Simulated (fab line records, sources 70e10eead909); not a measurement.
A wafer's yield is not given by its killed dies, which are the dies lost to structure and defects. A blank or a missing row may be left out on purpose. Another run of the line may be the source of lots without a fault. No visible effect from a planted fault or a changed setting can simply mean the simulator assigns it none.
The tool behind it: which one?    flow nand-harc    36 wafers from 12 lots sampled at 5 of the route's 1302 steps

## WHAT THE GAUGES READ, wafer by wafer
NHARC_P_M0_OVL_MEAS_10: pitch 180 nm. Usual: overlay-x-nm -0.2 nm, standard deviation 0.99; overlay-y-nm -0.1 nm, standard deviation 0.92.
lot   measured      on          overlay-x-nm (nm)  overlay-y-nm (nm)  flag
L737  day 7 06:10   overlay-02  -0.1 0.0 0.9       -0.2 -0.4 0.1      
L738  day 7 22:53   overlay-01  1.0 1.0 0.5        -0.1 -0.4 -0.4     
L739  day 7 23:05   overlay-01  -0.1 -0.3 -0.5     -0.5 -0.5 -0.7     
L741  day 8 19:46   overlay-02  -1.0 -0.8 -1.0     0.4 1.2 0.8        
L745  day 10 11:46  overlay-02  0.8 0.3 0.8        -0.8 -1.6 -0.8     
L746  day 10 23:11  overlay-01  -0.6 -0.8 -0.7     -0.3 -0.6 -0.8     
L747  day 11 09:33  overlay-02  0.1 0.4 0.1        0.5 0.6 -0.2       
L748  day 12 05:36  overlay-02  -0.1 0.2 -0.1      0.0 0.4 -0.4       
L753  day 14 04:52  overlay-02  0.0 0.2 -0.3       -1.4 -1.0 -1.4     
L754  day 14 09:42  overlay-02  1.2 1.6 1.8        0.2 0.7 0.7        
L755  day 14 23:33  overlay-01  2.0 1.4 2.0        -1.9 -2.0 -1.8     
L757  day 15 11:38  overlay-02  -1.9 -1.6 -1.1     -0.7 -0.2 0.1      

NHARC_P_M0_THK_MEAS_24: measures by xrf. Usual: thk-nm at 117.4 nm, with a standard deviation of 1.4.
lot   measured      on             thk-nm (nm)        flag
L737  day 7 08:35   film-metro-01  118.9 117.4 118.0  
L738  day 8 01:24   film-metro-02  117.3 118.1 118.8  
L739  day 8 01:43   film-metro-01  117.2 117.1 115.1  
L741  day 8 22:10   film-metro-02  115.8 116.6 114.2  
L745  day 10 14:11  film-metro-01  118.0 116.3 118.9  
L746  day 11 01:37  film-metro-01  118.2 115.5 117.8  
L747  day 11 11:58  film-metro-01  118.7 119.5 117.9  
L748  day 12 08:04  film-metro-01  116.9 117.0 117.5  
L753  day 14 07:23  film-metro-02  118.5 121.6 118.9  
L754  day 14 12:11  film-metro-02  118.1 117.5 118.0  
L755  day 15 01:58  film-metro-02  117.8 117.7 119.3  
L757  day 15 14:34  film-metro-02  118.4 117.3 115.5  

NHARC_END_SORT_01. Usual: defect-limited-yield 91 %, standard deviation 3; killed-at-array 54, standard deviation 21; killed-at-other 1.0, standard deviation 1.2; killed-at-periphery 3.6, standard deviation 2.6; killed-dies 58, standard deviation 20; killed-open 3.3, standard deviation 1.9; killed-short 2.6, standard deviation 1.5; sort_bin_2_pct 3.1 %, standard deviation 1.4; sort_bin_3_pct 0.6 %, standard deviation 0.37; sort_bin_4_pct 4.9 %, standard deviation 1.6; sort-n-pass 619, standard deviation 20; sort-rim-yield-pct 91 %, standard deviation 4.3; sort-yield-pct 91 %, standard deviation 3.
lot   measured      on         defect-limited-yield (%)  killed-at-array  killed-at-other  killed-at-periphery  killed-dies  killed-open  killed-short  sort_bin_2_pct (%)  sort_bin_3_pct (%)  sort_bin_4_pct (%)  sort-n-pass  sort-rim-yield-pct (%)  sort-yield-pct (%)  flag
L737  day 25 20:22  prober-01  91 92 93                  59 53 49         1 1 0            2 0 1                62 54 50     2 4 3        2 2 1         3.2 2.5 1.8         0.4 0.7 1.2         5.5 4.7 4.4         615 623 627  96 94 95                91 92 93            
L738  day 26 03:02  prober-02  92 93 92                  51 41 47         0 2 3            2 5 6                53 48 56     1 3 5        3 5 6         2.8 3.2 2.5         0.1 0.4 0.6         4.9 3.4 5.2         624 629 621  92 85 84                92 93 92            
L739  day 26 03:20  prober-01  87 87 86                  87 87 93         0 0 0            2 1 4                89 88 97     2 1 5        3 3 3         5.6 5.5 5.8         0.9 0.3 1.2         6.6 7.2 7.4         588 589 580  97 94 87                87 87 86            
L741  day 27 10:44  prober-01  91 92 88                  57 52 83         1 0 0            2 1 1                60 53 84     0 1 2        4 0 2         3.8 3.4 4.6         1.0 0.6 0.7         4.0 3.8 7.1         617 624 593  92 93 91                91 92 88            
L746  day 29 15:25  prober-02  5 4 5                     20 24 22         0 1 0            624 623 623          644 648 645  3 2 6        0 3 5         92.9 92.2 92.6      0.1 0.4 0.1         2.1 3.1 2.5         33 29 32     0 15 20                 5 4 5               OFF
L747  day 29 17:06  prober-01  4 4 5                     28 37 25         0 0 1            624 612 620          652 649 646  4 3 2        0 1 1         92.8 91.3 92.6      0.3 0.3 0           3.2 4.3 2.8         25 28 31     2 1 14                  4 4 5               OFF
L748  day 31 10:37  prober-01  86 90 88                  93 65 73         0 1 1            4 0 7                97 66 81     5 4 4        2 1 4         5.5 3.1 4.4         0.9 1.0 0.7         8.0 5.6 6.8         580 611 596  91 84 86                86 90 88            
L753  day 32 21:08  prober-01  89 89 88                  67 70 74         0 1 0            6 4 6                73 75 80     7 1 6        4 3 2         4.4 3.7 3.8         0.7 0.1 1.0         5.6 7.2 6.9         604 602 597  82 92 92                89 89 88            
L754  day 32 21:00  prober-02  94 91 91                  38 56 61         1 0 1            3 2 1                42 58 63     4 2 1        3 3 5         2.8 4.0 3.1         0.3 0.3 0.9         3.1 4.3 5.3         635 619 614  89 88 85                94 91 91            
L755  day 33 02:50  prober-01  91 91 91                  57 59 54         0 1 4            2 0 2                59 60 60     5 3 2        1 1 1         3.4 2.8 3.7         0.7 0.7 0.4         4.6 5.3 4.7         618 617 617  90 89 86                91 91 91            
L757  day 33 21:04  prober-02  88 87 92                  75 81 50         3 2 0            3 2 5                81 85 55     0 3 2        3 5 1         5.2 4.4 2.5         0.9 0.6 0.9         5.9 7.5 4.7         596 592 622  85 85 86                88 87 92            

## WHICH TOOL RAN EACH LOT (tool, then ch and the chambers of the sampled wafers, then the start)
lot   NHARC_P_M0_STRIP_18                 NHARC_P_M1_STRIP_18
L737  rie-diel-10 ch 0,1,2, day 7 06:43   rie-diel-06 ch 0,2,3, day 7 10:50
L738  rie-diel-10 ch 1,2,3, day 7 23:31   rie-diel-06 ch 0,1,2, day 8 03:23
L739  rie-diel-10 ch 0,1, day 7 23:37     rie-diel-06 ch 0,1,2, day 8 03:53
L741  rie-diel-10 ch 0,1,3, day 8 20:16   rie-diel-13 ch 1,2,3, day 9 00:23
L745  rie-diel-07 ch 0,2,3, day 10 12:17  rie-diel-13 ch 2,3, day 10 16:19
L746  rie-diel-01 ch 0,2,3, day 10 23:41  rie-diel-06 ch 0,1,2, day 11 03:49
L747  rie-diel-07 ch 1,2, day 11 10:03    rie-diel-13 ch 1,2,3, day 11 14:07
L748  rie-diel-10 ch 0,1, day 12 06:08    rie-diel-13 ch 0,2,3, day 12 10:14
L753  rie-diel-01 ch 0,1,2, day 14 05:31  rie-diel-13 ch 0,1,3, day 14 09:34
L754  rie-diel-07 ch 0,1,3, day 14 10:17  rie-diel-13 ch 0,1,3, day 14 14:20
L755  rie-diel-10 ch 1,2, day 15 00:01    rie-diel-13 ch 0,2, day 15 04:05
L757  rie-diel-10 ch 1,3, day 15 12:08    rie-diel-13 ch 1,3, day 15 16:43
- NHARC_P_M0_STRIP_18: strips in N2/H2.
- NHARC_P_M1_STRIP_18: strips in N2/H2.

## AS READ BY THE TOOLS THEMSELVES (means over the sampled wafers that have a number; for cases with no such wafer, the mark the record gives instead)
NHARC_P_M0_STRIP_18. Usual: chamber-pressure-mTorr 30.004 mTorr, standard deviation 0.028; drypump-motor-current-A 5.79 A, standard deviation 0.27; oes-product-au 1.003 a.u., standard deviation 0.0098; rf-vpp-V 90.4 V, standard deviation 0.94; showerhead-plenum-p-Torr 2.00 Torr, standard deviation 0.083; throttle-valve-pct 14.170 %, standard deviation 0.0094.
lot   tool         chamber-pressure-mTorr (mTorr)  drypump-motor-current-A (A)  oes-product-au (a.u.)  rf-vpp-V (V)  showerhead-plenum-p-Torr (Torr)  throttle-valve-pct (%)  flag
L737  rie-diel-10  30.030                          5.71                         1.004                  90.1          1.99                             14.173                  
L738  rie-diel-10  30.022                          5.76                         1.006                  90.3          2.00                             14.169                  
L739  rie-diel-10  30.004                          5.63                         0.997                  90.0          2.07                             14.170                  
L741  rie-diel-10  29.990                          5.68                         0.997                  90.2          2.00                             14.168                  
L745  rie-diel-07  30.017                          5.56                         1.006                  90.9          2.04                             14.162                  
L746  rie-diel-01  29.986                          6.05                         1.008                  89.9          2.04                             14.172                  
L747  rie-diel-07  30.003                          5.79                         0.995                  90.8          1.97                             14.169                  
L748  rie-diel-10  30.012                          5.63                         0.995                  90.9          2.00                             14.174                  
L753  rie-diel-01  29.999                          6.04                         1.013                  89.4          2.00                             14.168                  
L754  rie-diel-07  29.986                          5.68                         0.999                  91.1          2.06                             14.169                  
L755  rie-diel-10  30.017                          5.79                         1.003                  89.9          1.97                             14.165                  
L757  rie-diel-10  29.991                          5.69                         1.000                  90.6          2.06                             14.171                  

NHARC_P_M1_STRIP_18. Usual: chamber-pressure-mTorr 30.002 mTorr, standard deviation 0.026; drypump-motor-current-A 5.7 A, standard deviation 0.48; oes-product-au 0.995 a.u., standard deviation 0.0083; rf-vpp-V 90.5 V, standard deviation 0.86; showerhead-plenum-p-Torr 1.99 Torr, standard deviation 0.062; throttle-valve-pct 14.171 %, standard deviation 0.0095.
lot   tool         chamber-pressure-mTorr (mTorr)  drypump-motor-current-A (A)  oes-product-au (a.u.)  rf-vpp-V (V)  showerhead-plenum-p-Torr (Torr)  throttle-valve-pct (%)  flag
L737  rie-diel-06  30.030                          5.9                          0.992                  90.3          2.03                             14.177                  
L738  rie-diel-06  29.992                          6.1                          0.993                  90.1          1.97                             14.169                  
L739  rie-diel-06  29.983                          6.1                          0.985                  89.9          1.97                             14.172                  
L741  rie-diel-13  30.011                          5.4                          0.988                  90.7          1.99                             14.162                  
L745  rie-diel-13  -                               -                            -                      -             -                                -                       OFF
L746  rie-diel-06  -                               -                            -                      -             -                                -                       OFF
L747  rie-diel-13  -                               -                            -                      -             -                                -                       OFF
L748  rie-diel-13  30.000                          5.7                          0.992                  90.7          1.97                             14.175                  
L753  rie-diel-13  30.005                          5.3                          0.992                  90.7          1.99                             14.178                  
L754  rie-diel-13  29.998                          5.3                          0.998                  90.2          1.99                             14.177                  
L755  rie-diel-13  30.019                          6.0                          0.998                  89.9          1.93                             14.165                  
L757  rie-diel-13  30.011                          5.1                          0.994                  90.7          2.01                             14.171                  

## THE ANSWER, worked out from the rows above alone
Rule: take the mean of a lot's wafers that have a number; if it is more than 3 standard deviations from the usual mean, the lot is off. Also off: a lot with no number at a reading for which 4 or more lots have one. The other lots that the step has rows for count as sound. First the gauges in route order, then the tools' own readings, where a lot's mean is used as printed above. The first step at which some lot is off is used, and at that step the reading that is off furthest; a lot without a number counts as furthest.
Off at NHARC_END_SORT_01 (killed-at-periphery): L746, L747. Neither off nor sound, because the step has no rows for them: L745.
A tool fits if, at a process step before that reading, it ran every lot that is off, and no sound lot after the first of them. Not tried: the gauges at NHARC_END_SORT_01; whatever is off there is also off at NHARC_P_M1_STRIP_18, on other tools, and gauge error can't account for it. Of those tried, none fits.

## WHAT THE SIMULATOR HAD INSERTED
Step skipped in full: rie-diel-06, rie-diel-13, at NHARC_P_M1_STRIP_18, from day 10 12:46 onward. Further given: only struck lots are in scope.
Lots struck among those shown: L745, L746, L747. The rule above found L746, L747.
